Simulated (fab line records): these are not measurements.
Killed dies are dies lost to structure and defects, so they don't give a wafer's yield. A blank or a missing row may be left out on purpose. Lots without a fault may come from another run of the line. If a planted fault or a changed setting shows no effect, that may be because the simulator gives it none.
fab line records | flow nand_harc
[record] lots = 6 | wafers = 18 | last_day = 33
route steps=1302 shown P_GATE@127 END@1302
lots that met no fault: from a run of the same line without faults
start_h: hours from the record's opening day to when the first of the lot's shown wafers began | wait_h: time in hours since the lot's previous step | " same as the row above | L1.1+2: several wafers, shown together as one row | - either no value or no given start | * or withheld: withheld | < > ~ a bound
route shown NAME@n: NAME is a module with steps in the file, n the number in the route of the first one | usual: mean/standard deviation taken from wafers without a fault | same: alike in all rows | chamber/n: place in a boat | sites: each site's reading | _std_site: the standard deviation of these | _edge_site: outer sites' mean less inner sites' | radius_mm: for every site, how far away it sits from the centre of the wafer | mask NAME#n: copy n | behind: the most recent tool/chamber to have shaped the wafer | hold: why the lot went on hold/how many hours it stayed there/how the hold came to an end | device: the n, p or np transistor that did not switch | end of line: tests run on the same wafers once the route is complete | a step given without rows: its recipe and nothing more | killed: dies that structure and defects cost at the first sort, which is not the same as the wafer's yield | map: per-die view of a wafer (x killed, . not killed, _ where there is no die)
set.NAME: the run value of the setting; set.NAME@STEP: its run value at that earlier step | model.NAME: the simulator's own value behind a step, which no gauge read
lots seen at some steps along the route; tables by step, rows by wafer
services: a tool's chamber out of use, with start hour (start_h, from the record's first day; less than 0 if before it), hours out, and reason
[[steps]]
[step NHARC_P_GATE_PRECLEAN_71]
[recipe] time_s = * | temp_c = 50 | bath_age_min = 0 | chemistry = SC1
[step NHARC_P_GATE_SRD_72]
[step NHARC_P_GATE_OXIDE_16]
[recipe] target_thk_a = 30 | temp_c = 875 | ox_time_s = 392 | material = SiO2
[step NHARC_P_GATE_CVD_17]
[recipe] target_thk_a = 1500 | temp_c = 620 | time_s = 900 | material = poly-Si
[step NHARC_P_GATE_HM_DEP_102]
[recipe] target_thk_a = 1200 | temp_c = 400 | material = aC
[usual] throttle_valve_pct = 34.999/0.009
lot.wafer | tool       | chamber | start_h | wait_h | throttle_valve_pct
L180.2    | acl_dep-01 | 0       | 102.50  | 1.5    | 35.002
L180.3    | "          | 0       | "       | "      | 35.009
L180.6    | "          | 0       | "       | "      | 34.991
L186.1    | acl_dep-02 | 0       | 170.93  | 0.4    | 34.982
L186.3    | "          | 0       | "       | "      | 35.010
L186.6    | "          | 0       | "       | "      | 34.978
L192.1    | acl_dep-03 | 0       | 238.50  | 0.4    | 34.992
L192.4    | "          | 0       | "       | "      | 35.007
L192.6    | "          | 0       | "       | "      | 34.999
L193.2    | acl_dep-01 | 0       | 238.61  | 0.5    | 35.003
L193.3    | "          | 0       | "       | "      | 34.983
L193.6    | "          | 0       | "       | "      | 34.998
L197.4    | acl_dep-01 | 0       | 273.30  | 0.7    | 34.984
L197.5    | "          | 0       | "       | "      | 35.004
L197.6    | "          | 0       | "       | "      | 35.003
L200.1    | acl_dep-01 | 0       | 309.18  | 7.5    | 35.003
L200.3    | "          | 0       | "       | "      | 34.982
L200.6    | "          | 0       | "       | "      | 34.989
[step NHARC_P_GATE_DEP_103]
[recipe] target_thk_a = 300 | target_thk_nm = 30 | temp_c = 400 | flow_sccm = 200 | rf_w = 350 | material = SiON
[usual] heater_power_w = 716/67
lot.wafer | tool     | chamber | start_h | wait_h | heater_power_w
L180.2    | pecvd-03 | 2       | 103.05  | 0.4    | 791
L180.3    | "        | 1       | "       | "      | 696
L180.6    | "        | 0       | "       | "      | 758
L186.1    | pecvd-01 | 2       | 171.64  | 0.6    | 642
L186.3    | "        | 0       | "       | "      | 792
L186.6    | "        | 0       | "       | "      | 779
L193.3    | pecvd-01 | 1       | 239.20  | 0.4    | 789
L193.2    | "        | 2       | "       | "      | 614
L193.6    | "        | 1       | "       | "      | 783
L192.1    | pecvd-01 | 1       | 239.34  | 0.7    | 714
L192.6    | "        | 1       | "       | "      | 716
L192.4    | "        | 2       | "       | "      | 638
L197.6    | pecvd-03 | 2       | 273.73  | 0.1    | 792
L197.5    | "        | 0       | "       | "      | 669
L197.4    | "        | 1       | "       | "      | 680
L200.1    | pecvd-01 | 2       | 309.90  | 0.6    | 715
L200.3    | "        | 0       | "       | "      | 665
L200.6    | "        | 2       | "       | "      | 720
[step NHARC_P_GATE_DEHYDRATE_18]
[recipe] temp_c = 150 | time_s = 120
[step NHARC_P_GATE_HMDS_19]
[recipe] time_s = 30
[step NHARC_P_GATE_COAT_20]
[recipe] spin_rpm = 1500 | resist_thk_nm = 90
[step NHARC_P_GATE_SOFTBAKE_21]
[recipe] temp_c = 105 | time_s = 55
[step NHARC_P_GATE_EBR_22]
[step NHARC_P_GATE_EXPOSE_23]
[recipe] na = 1.35 | target_cd_nm = 120 | dose_mj = 93.91 | mask_id = P_GATE
[step NHARC_P_GATE_PEB_24]
[recipe] peb_temp_c = 100 | peb_time_s = 65
[usual] chill_plate_temp_C = 22.99/0.1 | heater_power_total_W = 156.6/0.43
lot.wafer | tool           | chamber | start_h | wait_h | chill_plate_temp_C | heater_power_total_W
L180.2    | litho_track-01 | 0       | 103.65  | 0.1    | 23.07              | 157.0
L180.3    | "              | 0       | "       | "      | 22.90              | 156.5
L180.6    | "              | 0       | "       | "      | 22.84              | 157.0
L186.1    | litho_track-04 | 0       | 172.12  | 0.1    | 23.10              | 156.0
L186.3    | "              | 0       | "       | "      | 22.93              | 157.1
L186.6    | "              | 0       | "       | "      | 22.90              | 156.8
L193.2    | litho_track-01 | 0       | 239.64  | 0.1    | 22.90              | 170.2
L193.3    | "              | 0       | "       | "      | 22.95              | 171.6
L193.6    | "              | 0       | "       | "      | 22.83              | 170.5
L192.1    | litho_track-01 | 0       | 239.94  | 0.1    | 23.15              | 170.6
L192.4    | "              | 0       | "       | "      | 23.08              | 170.2
L192.6    | "              | 0       | "       | "      | 22.96              | 170.4
L197.4    | litho_track-06 | 0       | 274.24  | 0.0    | 22.86              | 157.1
L197.5    | "              | 0       | "       | "      | 23.01              | 156.9
L197.6    | "              | 0       | "       | "      | 23.01              | 157.3
L200.1    | litho_track-04 | 0       | 310.35  | 0.1    | 23.01              | 156.2
L200.3    | "              | 0       | "       | "      | 23.00              | 156.7
L200.6    | "              | 0       | "       | "      | 23.00              | 156.0
[step NHARC_P_GATE_DEVELOP_25]
[recipe] develop_time_s = 35 | dev_temp_c = 23
[step NHARC_P_GATE_CD_MEAS_26]
[recipe] target_cd_nm = 120 | landing_energy_ev = 500
[usual] cd_nm = 120.3/0.74
lot.wafer | tool      | chamber | start_h | wait_h | cd_nm
L180.2    | cd_sem-01 | 0       | 103.73  | -      | 120.5
L180.3    | "         | 0       | "       | "      | 120.5
L180.6    | "         | 0       | "       | "      | 119.8
L186.1    | cd_sem-01 | 0       | 172.19  | -      | 121.3
L186.3    | "         | 0       | "       | "      | 122.4
L186.6    | "         | 0       | "       | "      | 121.4
L193.2    | cd_sem-02 | 0       | 239.72  | -      | 126.7
L193.3    | "         | 0       | "       | "      | 126.3
L193.6    | "         | 0       | "       | "      | 125.9
L192.1    | cd_sem-01 | 0       | 240.02  | -      | 126.7
L192.4    | "         | 0       | "       | "      | 126.0
L192.6    | "         | 0       | "       | "      | 126.3
L197.4    | cd_sem-02 | 0       | 274.33  | -      | 119.8
L197.5    | "         | 0       | "       | "      | 119.8
L197.6    | "         | 0       | "       | "      | 120.4
L200.1    | cd_sem-03 | 0       | 310.43  | -      | 121.1
L200.3    | "         | 0       | "       | "      | 120.5
L200.6    | "         | 0       | "       | "      | 121.1
[step NHARC_P_GATE_OVL_MEAS_27]
[usual] overlay_x_nm = 0.1/1 | overlay_y_nm = 0.2/0.63
lot.wafer | tool       | chamber | start_h | wait_h | overlay_x_nm | overlay_y_nm
L180.2    | overlay-02 | -       | 103.82  | -      | -0.5         | -1.0
L180.3    | "          | -       | "       | "      | -0.2         | -0.6
L180.6    | "          | -       | "       | "      | -0.4         | -0.9
L186.1    | overlay-02 | -       | 172.28  | -      | 1.1          | 0.8
L186.3    | "          | -       | "       | "      | 0.6          | 0.6
L186.6    | "          | -       | "       | "      | 1.0          | 0.7
L193.2    | overlay-02 | -       | 239.81  | -      | -1.0         | -0.8
L193.3    | "          | -       | "       | "      | -0.2         | -0.8
L193.6    | "          | -       | "       | "      | -1.1         | -1.0
L192.1    | overlay-02 | -       | 240.11  | -      | -0.2         | 1.0
L192.4    | "          | -       | "       | "      | 0.1          | 1.2
L192.6    | "          | -       | "       | "      | -0.1         | 1.2
L197.4    | overlay-01 | -       | 274.41  | -      | -1.0         | 1.0
L197.5    | "          | -       | "       | "      | -1.0         | 1.0
L197.6    | "          | -       | "       | "      | -1.1         | 0.7
L200.1    | overlay-01 | -       | 310.52  | -      | 1.0          | 0.3
L200.3    | "          | -       | "       | "      | 1.2          | 0.1
L200.6    | "          | -       | "       | "      | 0.8          | 0.2
[step NHARC_P_GATE_INSPECT_28]
[usual] raw_defect_count = 5.8/2.8
lot.wafer | tool              | chamber | start_h | wait_h | raw_defect_count
L180.2    | defect_inspect-01 | -       | 103.85  | 0.0    | 7
L180.3    | "                 | -       | "       | "      | 7
L180.6    | "                 | -       | "       | "      | 3
L186.1    | defect_inspect-02 | -       | 172.32  | 0.0    | 9
L186.3    | "                 | -       | "       | "      | 8
L186.6    | "                 | -       | "       | "      | 4
L193.2    | defect_inspect-01 | -       | 239.84  | 0.0    | 14
L193.3    | "                 | -       | "       | "      | 10
L193.6    | "                 | -       | "       | "      | 3
L192.1    | defect_inspect-02 | -       | 240.14  | 0.0    | 12
L192.4    | "                 | -       | "       | "      | 9
L192.6    | "                 | -       | "       | "      | 2
L197.4    | defect_inspect-01 | -       | 274.45  | 0.0    | 4
L197.5    | "                 | -       | "       | "      | 7
L197.6    | "                 | -       | "       | "      | 2
L200.1    | defect_inspect-01 | -       | 310.55  | 0.0    | 3
L200.3    | "                 | -       | "       | "      | 4
L200.6    | "                 | -       | "       | "      | 5
[step NHARC_P_GATE_DESCUM_31]
[recipe] time_s = 3 | o2_flow_sccm = 200 | ar_flow_sccm = 0 | bias_power_w = 0 | chemistry = O2
[usual] drypump_motor_current_A = 5.7/0.4 | oes_product_au = 0.999/0.0098 | rf_vpp_V = 57.9/0.91 | showerhead_plenum_p_Torr = 1.92/0.083 | throttle_valve_pct = 11.310/0.0091
[same] bias_power_w = 0
lot.wafer | tool        | chamber | start_h | wait_h | drypump_motor_current_A | oes_product_au | rf_hours_counter_h | rf_vpp_V | showerhead_plenum_p_Torr | throttle_valve_pct | model.P_GATE.cd_nm
L180.3    | rie_diel-10 | 2       | 103.91  | 0.1    | 4.8                     | 0.985          | 2                  | 57.5     | 2.04                     | 11.304             | 120.6
L180.2    | "           | 0       | "       | "      | 5.8                     | 0.989          | 1                  | 56.6     | 1.79                     | 11.321             | 120.7
L180.6    | "           | 2       | "       | "      | 4.8                     | 0.985          | -                  | 59.8     | 2.04                     | 11.317             | 120
L186.1    | rie_diel-02 | 0       | 172.39  | 0.1    | 5.8                     | 1.010          | 10                 | 56.9     | 1.90                     | 11.316             | 122.1
L186.3    | "           | 2       | "       | "      | 5.4                     | 1.000          | 9                  | 56.5     | 1.93                     | 11.305             | 122
L186.6    | "           | 0       | "       | "      | 5.8                     | 1.004          | -                  | 59.6     | 1.90                     | 11.312             | 122.1
L193.2    | rie_diel-02 | 3       | 239.91  | 0.1    | 6.0                     | 1.006          | 1                  | 59.1     | 1.95                     | 11.314             | 126.2
L193.3    | "           | 1       | "       | "      | 5.0                     | 1.005          | 1                  | 57.7     | 1.84                     | 11.310             | 127.2
L193.6    | "           | 2       | "       | "      | 5.4                     | 0.996          | -                  | 57.3     | 1.93                     | 11.309             | 125.9
L192.1    | rie_diel-07 | 0       | 240.21  | 0.1    | 6.0                     | 1.002          | 7                  | 58.1     | 1.93                     | 11.309             | 126.3
L192.4    | "           | 1       | "       | "      | 6.0                     | 1.003          | 6                  | 58.5     | 2.06                     | 11.313             | 125.9
L192.6    | "           | 0       | "       | "      | 6.0                     | 0.990          | -                  | 58.3     | 1.93                     | 11.318             | 125.9
L197.4    | rie_diel-07 | 2       | 274.51  | 0.1    | 5.5                     | 1.008          | 8                  | 58.7     | 2.05                     | 11.322             | 119.1
L197.5    | "           | 2       | "       | "      | 5.5                     | 1.016          | -                  | 58.1     | 2.05                     | 11.315             | 119.5
L197.6    | "           | 3       | "       | "      | 6.2                     | 0.998          | -                  | 56.8     | 1.83                     | 11.305             | 120.5
L200.3    | rie_diel-07 | 1       | 310.62  | 0.1    | 5.9                     | 1.007          | 0                  | 57.5     | 2.06                     | 11.324             | 120.5
L200.1    | "           | 2       | "       | "      | 5.5                     | 0.998          | 0                  | 57.5     | 2.05                     | 11.305             | 121.2
L200.6    | "           | 1       | "       | "      | 6.0                     | 0.990          | -                  | 57.5     | 2.06                     | 11.324             | 121.7
[step NHARC_P_GATE_ETCH_104]
[recipe] target_depth_a = 600 | time_s = withheld | cf4_flow_sccm = 100 | chf3_flow_sccm = 30 | ar_flow_sccm = 0 | rf_w = 500 | bias_w = 200 | chemistry = CF4/CHF3
[usual] cf4_flow_sccm = 100.0/0.32 | drypump_motor_current_A = 5.6/0.41 | oes_product_au = 0.952/0.022 | rf_vpp_V = 370.8/2.2 | showerhead_plenum_p_Torr = 1.58/0.066 | throttle_valve_pct = 16.802/0.0084
lot.wafer | tool        | chamber | start_h | wait_h | cf4_flow_sccm | drypump_motor_current_A | oes_product_au | rf_vpp_V | showerhead_plenum_p_Torr | throttle_valve_pct
L180.3    | rie_diel-10 | 1       | 104.00  | 0.1    | 99.8          | 5.8                     | 0.938          | 371.3    | 1.61                     | 16.801
L180.2    | "           | 2       | "       | "      | 99.9          | 4.8                     | 0.916          | 373.1    | 1.67                     | 16.803
L180.6    | "           | 1       | "       | "      | 99.7          | 5.8                     | 0.931          | 372.9    | 1.61                     | 16.811
L186.1    | rie_diel-02 | 3       | 172.47  | 0.1    | 99.3          | 6.0                     | 0.918          | 372.0    | 1.61                     | 16.792
L186.3    | "           | 1       | "       | "      | 99.8          | 5.0                     | 0.919          | 369.4    | 1.52                     | 16.806
L186.6    | "           | 3       | "       | "      | 99.7          | 6.0                     | 0.917          | 370.9    | 1.61                     | 16.790
L193.2    | rie_diel-02 | 2       | 239.99  | 0.1    | 100.3         | 5.4                     | 0.976          | 369.8    | 1.59                     | 16.807
L193.3    | "           | 1       | "       | "      | 100.4         | 5.0                     | 0.982          | 368.6    | 1.52                     | 16.799
L193.6    | "           | 3       | "       | "      | 100.1         | 6.0                     | 0.959          | 372.0    | 1.61                     | 16.795
L192.4    | rie_diel-07 | 2       | 240.29  | 0.1    | 100.5         | 5.5                     | 0.983          | 373.4    | 1.68                     | 16.819
L192.1    | "           | 1       | "       | "      | 100.3         | 6.0                     | 0.979          | 375.3    | 1.69                     | 16.815
L192.6    | "           | 3       | "       | "      | 100.0         | 6.2                     | 0.964          | 368.5    | 1.51                     | 16.800
L197.4    | rie_diel-07 | 1       | 274.60  | 0.1    | 100.1         | 5.9                     | 0.950          | 373.4    | 1.69                     | 16.799
L197.6    | "           | 2       | "       | "      | 100.4         | 5.5                     | 0.947          | 373.8    | 1.68                     | 16.817
L197.5    | "           | 3       | "       | "      | 100.1         | 6.2                     | 0.945          | 367.8    | 1.51                     | 16.791
L200.1    | rie_diel-07 | 2       | 310.70  | 0.1    | 100.1         | 5.5                     | 0.967          | 374.2    | 1.68                     | 16.808
L200.3    | "           | 1       | "       | "      | 100.1         | 6.0                     | 0.951          | 373.5    | 1.69                     | 16.793
L200.6    | "           | 3       | "       | "      | 99.8          | 6.2                     | 0.997          | 368.6    | 1.51                     | 16.808
[step NHARC_P_GATE_HM_OPEN_105]
[recipe] target_depth_a = 3600 | o2_flow_sccm = 400 | cos_flow_sccm = 20 | ar_flow_sccm = 0 | rf_w = 500 | bias_w = 300 | chemistry = O2/COS
[step NHARC_P_GATE_STRIP_106]
[recipe] o2_flow_sccm = 400 | cos_flow_sccm = 20 | ar_flow_sccm = 0 | bias_w = 0 | chemistry = O2/COS
[step NHARC_P_GATE_ETCH_114]
[recipe] target_depth_a = 300 | overetch_a = 30 | time_s = 16.5 | ion_energy_ev = 100 | cf4_flow_sccm = 80 | o2_flow_sccm = 20 | ar_flow_sccm = 0 | rf_w = 300 | bias_w = 100 | chemistry = CF4/O2
[usual] cf4_flow_sccm = 79.99/0.22 | drypump_motor_current_A = 5.7/0.39 | oes_product_au = 0.999/0.0096 | rf_vpp_V = 198.0/1.4 | showerhead_plenum_p_Torr = 1.34/0.058 | throttle_valve_pct = 13.397/0.0085
lot.wafer | tool        | chamber | start_h | wait_h | cf4_flow_sccm | drypump_motor_current_A | oes_product_au | rf_hours_counter_h | rf_vpp_V | showerhead_plenum_p_Torr | throttle_valve_pct
L180.3    | rie_diel-10 | 1       | -       | -      | 79.91         | 5.8                     | 1.003          | 2                  | 198.1    | 1.37                     | 13.387
L180.2    | "           | 2       | "       | "      | 80.09         | 4.7                     | 1.000          | 2                  | 200.2    | 1.42                     | 13.397
L180.6    | "           | 0       | "       | "      | 79.86         | 5.9                     | 0.988          | -                  | 197.5    | 1.25                     | 13.396
L186.1    | rie_diel-02 | 0       | -       | -      | 80.48         | 5.8                     | 1.001          | 10                 | 196.9    | 1.33                     | 13.402
L186.3    | "           | 1       | "       | "      | 80.19         | 5.0                     | 0.994          | 9                  | 195.6    | 1.29                     | 13.415
L186.6    | "           | 0       | "       | "      | 80.35         | 5.8                     | 0.999          | -                  | 197.7    | 1.33                     | 13.393
L193.3    | rie_diel-02 | 3       | -       | -      | 80.28         | 6.0                     | 1.005          | 1                  | 197.5    | 1.36                     | 13.397
L193.2    | "           | 1       | "       | "      | 79.98         | 5.0                     | 0.993          | 1                  | 196.6    | 1.29                     | 13.403
L193.6    | "           | 2       | "       | "      | 79.86         | 5.4                     | 1.004          | -                  | 197.4    | 1.35                     | 13.408
L192.4    | rie_diel-07 | 2       | -       | -      | 80.09         | 5.5                     | 1.001          | 6                  | 200.7    | 1.43                     | 13.402
L192.1    | "           | 3       | "       | "      | 80.04         | 6.2                     | 1.016          | 6                  | 196.9    | 1.28                     | 13.398
L192.6    | "           | 0       | "       | "      | 80.03         | 6.0                     | 0.990          | -                  | 198.8    | 1.35                     | 13.392
L197.4    | rie_diel-07 | 2       | -       | -      | 79.95         | 5.5                     | 1.017          | 8                  | 200.7    | 1.43                     | 13.412
L197.6    | "           | 2       | "       | "      | 79.88         | 5.5                     | 1.017          | -                  | 199.9    | 1.43                     | 13.404
L197.5    | "           | 3       | "       | "      | 80.09         | 6.2                     | 1.010          | -                  | 196.4    | 1.28                     | 13.403
L200.1    | rie_diel-07 | 0       | -       | -      | 80.14         | 6.0                     | 1.008          | 0                  | 199.1    | 1.35                     | 13.395
L200.3    | "           | 3       | "       | "      | 79.81         | 6.2                     | 1.021          | 0                  | 196.8    | 1.28                     | 13.396
L200.6    | "           | 1       | "       | "      | 79.54         | 5.9                     | 1.010          | -                  | 199.6    | 1.43                     | 13.421
[step NHARC_P_GATE_ETCH_32]
[recipe] target_depth_a = 1500 | over_etch_frac = 1 | over_etch_ion_energy_ev = 40 | time_s = 100.1 | hbr_flow_sccm = 150 | cl2_flow_sccm = 50 | rf_w = 400 | icp_w = 400 | bias_w = 100 | chemistry = HBr/Cl2
[usual] drypump_motor_current_A = 5.9/0.36 | oes_product_au = 1.003/0.0098 | throttle_valve_pct = 26.405/0.0083
lot.wafer | tool      | chamber | start_h | wait_h | drypump_motor_current_A | oes_product_au | rf_hours_counter_h | throttle_valve_pct | model.P_GATE.cd_nm
L180.2    | rie_si-05 | 1       | 104.37  | -      | 6.0                     | 1.018          | 1.0                | 26.401             | 122.2
L180.3    | "         | 2       | "       | "      | 6.3                     | 0.998          | 1.0                | 26.400             | 121.5
L180.6    | "         | 2       | "       | "      | 6.3                     | 1.003          | -                  | 26.391             | 122.4
L186.1    | rie_si-05 | 3       | 172.85  | -      | 6.3                     | 1.007          | 0.3                | 26.415             | 124.9
L186.3    | "         | 2       | "       | "      | 6.3                     | 1.002          | 0.2                | 26.417             | 121.4
L186.6    | "         | 2       | "       | "      | 6.2                     | 1.004          | -                  | 26.407             | 124.9
L193.2    | rie_si-03 | 0       | 240.38  | -      | 6.3                     | 1.008          | 0.0                | 26.390             | 128.5
L193.3    | "         | 1       | "       | "      | 5.7                     | 0.997          | 0.0                | 26.403             | 124.9
L193.6    | "         | 0       | "       | "      | 6.3                     | 0.998          | -                  | 26.403             | 128.6
L192.4    | rie_si-02 | 1       | 240.66  | -      | 5.9                     | 0.998          | 0.7                | 26.413             | 121.7
L192.1    | "         | 2       | "       | "      | 5.6                     | 1.003          | 0.7                | 26.399             | 126.1
L192.6    | "         | 2       | "       | "      | 5.6                     | 1.007          | -                  | 26.406             | 124.7
L197.4    | rie_si-02 | 2       | 275.01  | -      | 5.6                     | 0.987          | 1.0                | 26.403             | 122.2
L197.6    | "         | 3       | "       | "      | 5.7                     | 0.999          | -                  | 26.402             | 122.7
L197.5    | "         | 0       | "       | "      | 6.1                     | 0.991          | -                  | 26.419             | 116.9
L200.3    | rie_si-03 | 3       | 311.09  | -      | 5.8                     | 1.007          | 0.5                | 26.401             | 119.5
L200.1    | "         | 1       | "       | "      | 5.7                     | 1.001          | 0.4                | 26.401             | 119.8
L200.6    | "         | 2       | "       | "      | 5.0                     | 0.986          | -                  | 26.400             | 117.7
[step NHARC_P_GATE_STRIP_108]
[recipe] o2_flow_sccm = 500 | ar_flow_sccm = 0 | bias_w = 0 | chemistry = O2
[usual] drypump_motor_current_A = 5.7/0.4 | oes_product_au = 1.001/0.0094 | rf_vpp_V = 57.8/0.92 | showerhead_plenum_p_Torr = 3.53/0.15 | throttle_valve_pct = 17.036/0.01
lot.wafer | tool        | chamber | start_h | wait_h | drypump_motor_current_A | oes_product_au | rf_hours_counter_h | rf_vpp_V | showerhead_plenum_p_Torr | throttle_valve_pct
L180.3    | rie_diel-07 | 3       | 104.56  | -      | 6.2                     | 0.996          | 6                  | 57.8     | 3.39                     | 17.043
L180.2    | "           | 0       | "       | "      | 6.1                     | 0.975          | 6                  | 57.6     | 3.57                     | 17.040
L180.6    | "           | 1       | "       | "      | 6.0                     | 0.986          | -                  | 58.6     | 3.79                     | 17.038
L186.3    | rie_diel-10 | 2       | 173.05  | -      | 4.8                     | 0.987          | 7                  | 59.1     | 3.74                     | 17.041
L186.1    | "           | 0       | "       | "      | 5.9                     | 0.994          | 7                  | 56.0     | 3.31                     | 17.048
L186.6    | "           | 1       | "       | "      | 5.8                     | 1.018          | -                  | 57.6     | 3.60                     | 17.055
L193.2    | rie_diel-02 | 2       | 240.53  | -      | 5.4                     | 1.008          | 1                  | 59.6     | 3.56                     | 17.048
L193.3    | "           | 0       | "       | "      | 5.8                     | 1.012          | 1                  | 58.1     | 3.51                     | 17.035
L193.6    | "           | 3       | "       | "      | 6.0                     | 1.000          | -                  | 59.1     | 3.60                     | 17.053
L192.1    | rie_diel-10 | 1       | 240.82  | -      | 5.8                     | 1.011          | 12                 | 58.3     | 3.60                     | 17.022
L192.4    | "           | 3       | "       | "      | 5.7                     | 1.008          | 9                  | 56.5     | 3.34                     | 17.039
L192.6    | "           | 2       | "       | "      | 4.8                     | 0.994          | -                  | 57.7     | 3.73                     | 17.049
L197.4    | rie_diel-02 | 3       | 275.13  | -      | 6.0                     | 1.002          | 2                  | 57.0     | 3.60                     | 17.021
L197.6    | "           | 3       | "       | "      | 6.0                     | 1.002          | -                  | 59.3     | 3.60                     | 17.043
L197.5    | "           | 0       | "       | "      | 5.8                     | 1.005          | -                  | 58.4     | 3.51                     | 17.032
L200.3    | rie_diel-07 | 2       | 311.24  | -      | 5.5                     | 1.002          | 0                  | 58.9     | 3.76                     | 17.032
L200.1    | "           | 0       | "       | "      | 6.0                     | 1.004          | 0                  | 55.5     | 3.56                     | 17.050
L200.6    | "           | 3       | "       | "      | 6.2                     | 1.013          | -                  | 57.3     | 3.38                     | 17.027
[step NHARC_END_SORT_01]
[recipe] temp_c = 25
[usual] killed_at_array = 63/17 | killed_at_other = 0.8/1.1 | killed_at_periphery = 3.5/3 | killed_dies = 67/17 | killed_open = 3.1/1.6 | killed_short = 2.6/1.4
[same] gross_dies = 677
lot.wafer | tool      | chamber | start_h | wait_h | killed_at_array | killed_at_other | killed_at_periphery | killed_dies | killed_open | killed_short
L186.1    | prober-01 | 0       | 628.87  | 2.5    | 52              | 2               | 7                   | 61          | 3           | 2
L186.3    | prober-01 | 0       | 630.50  | 3.1    | 63              | 1               | 2                   | 66          | 4           | 4
L186.6    | prober-01 | 0       | 632.96  | 4.1    | 51              | 5               | 1                   | 57          | 3           | 2
L192.1    | prober-01 | 0       | 706.01  | 2.5    | 62              | 0               | 7                   | 69          | 5           | 2
L192.4    | prober-01 | 0       | 708.37  | 3.4    | 74              | 0               | 9                   | 83          | 6           | 3
L192.6    | prober-01 | 0       | 709.95  | 3.9    | 80              | 1               | 4                   | 85          | 1           | 1
// killed by level:class
L186.1 A_CHANNEL_HOLE_D2:chamber_film_flake=40 A_CHANNEL_HOLE_D1:chamber_film_flake=4 P_CONTACT:geometric_particle:open=2 P_BONDPAD:chamber_film_flake=2 A_SLIT:chamber_film_flake=2 A_WL_FILL:chamber_film_flake=2 THIN_TSV:chamber_film_flake=2 P_CONTACT:geometric_particle:short=1
L186.3 A_CHANNEL_HOLE_D2:chamber_film_flake=43 A_CHANNEL_HOLE_D1:chamber_film_flake=4 A_ONON_D2:geometric_particle:open=2 A_CHANNEL_FILL_D2:chamber_film_flake=2 A_SGD_CUT:chamber_film_flake=2 A_SLIT:chamber_film_flake=2 A_WL_FILL:chamber_film_flake=2 P_CONTACT:geometric_particle:short=1
L186.6 A_CHANNEL_HOLE_D2:chamber_film_flake=37 THIN_TSV:chamber_film_flake=5 A_BONDPAD:chamber_film_flake=3 A_SGD_CUT:chamber_film_flake=2 A_ONON_D1:geometric_particle:open=1 A_ONON_D1:geometric_particle:short=1 A_CHANNEL_FILL_D1:geometric_particle:open=1 A_CHANNEL_FILL_D2:geometric_particle:open=1
L192.1 A_SLIT:chamber_film_flake=28 A_CHANNEL_HOLE_D1:chamber_film_flake=19 A_CONTACT:chamber_film_flake=4 P_STI:chamber_film_flake=3 A_WL_FILL:chamber_film_flake=3 A_DECK1_JOINT:chamber_film_flake=2 P_CONTACT:geometric_particle:open=1 P_M0:geometric_particle:open=1
L192.4 A_SLIT:chamber_film_flake=34 A_CHANNEL_HOLE_D1:chamber_film_flake=24 P_STI:chamber_film_flake=3 A_WL_FILL:chamber_film_flake=3 A_CONTACT:chamber_film_flake=3 P_M0:geometric_particle:open=2 P_BONDPAD:chamber_film_flake=2 A_CHANNEL_FILL_D1:chamber_film_flake=2
L192.6 A_SLIT:chamber_film_flake=37 A_CHANNEL_HOLE_D1:chamber_film_flake=31 A_CONTACT:chamber_film_flake=4 A_CHANNEL_FILL_D1:chamber_film_flake=3 P_BONDPAD:chamber_film_flake=2 A_WL_FILL:geometric_particle:short=1 A_BLC:geometric_particle:open=1 P_STI:chamber_film_flake=1
[[services]]
tool           | chamber | start_h | hours | kind
rie_si-02      | 3       | 85.36   | 11.6  | repair
pecvd-01       | -       | 95.62   | 2.9   | repair
rie_diel-07    | 1       | 98.13   | 4.6   | repair
rie_si-02      | -       | 100.59  | 9.0   | pm
rie_diel-10    | 1       | 110.75  | 2.0   | repair
rie_diel-07    | -       | 117.20  | 9.0   | pm
rie_si-05      | 0       | 127.59  | 1.3   | repair
rie_si-05      | -       | 128.00  | 9.0   | pm
pecvd-01       | -       | 130.18  | 13.0  | pm
rie_diel-02    | 1       | 133.49  | 11.4  | repair
litho_track-01 | -       | 155.00  | 7.0   | pm
rie_si-02      | -       | 161.07  | 0.3   | repair
rie_si-05      | 0       | 170.68  | 12.5  | repair
rie_diel-07    | 3       | 175.88  | 7.3   | repair
rie_diel-07    | 1       | 177.03  | 2.2   | repair
pecvd-03       | -       | 185.00  | 13.0  | pm
acl_dep-01     | -       | 189.68  | 13.0  | pm
rie_diel-02    | -       | 216.70  | 9.0   | pm
pecvd-01       | 1       | 241.27  | 3.2   | repair
rie_diel-10    | -       | 242.50  | 9.0   | pm
acl_dep-01     | -       | 275.13  | 9.7   | repair
rie_diel-02    | 0       | 290.28  | 11.8  | repair
rie_diel-07    | -       | 294.20  | 9.0   | pm
pecvd-01       | -       | 311.18  | 13.0  | pm
[[key]]
[first_sign] step = NHARC_P_GATE_PEB_24 | reading = heater_power_total_W | direction = up | sigmas = 32 | usual = * | struck = *
[effect] step = NHARC_P_GATE_CD_MEAS_26 | reading = cd_nm | direction = up | sigmas = 8.1 | usual = 120.3 | struck = 126.3
[model_effect] step = NHARC_P_GATE_DESCUM_31 | value = P_GATE.cd_nm | without = 120.6 | struck = 126.3
[model_effect] step = NHARC_P_GATE_ETCH_32 | value = P_GATE.cd_nm | without = 120.1 | struck = 125.8
met_at NHARC_P_GATE_PEB_24
struck_wafers L192.1,L192.4,L192.6,L193.2,L193.3,L193.6
tester_left_out L192,L193
onset_between 103.65 239.64
[fault] kind = process_parameter_drift | tool = litho_track-01 | chamber = - | onset_h = 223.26 | steps = NHARC_P_GATE_PEB_24 | channel = peb_time_s | offset = * | shape = step | end_h = 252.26 | acts_in = * | stated = *
// tester_left_out: of these lots the tester's yield and bins aren't shown, on N5 and GAA mostly nor the transistor test; their killed dies are dies lost to structure and defects alone, not to doping, threshold or leakage, so they don't give the yield
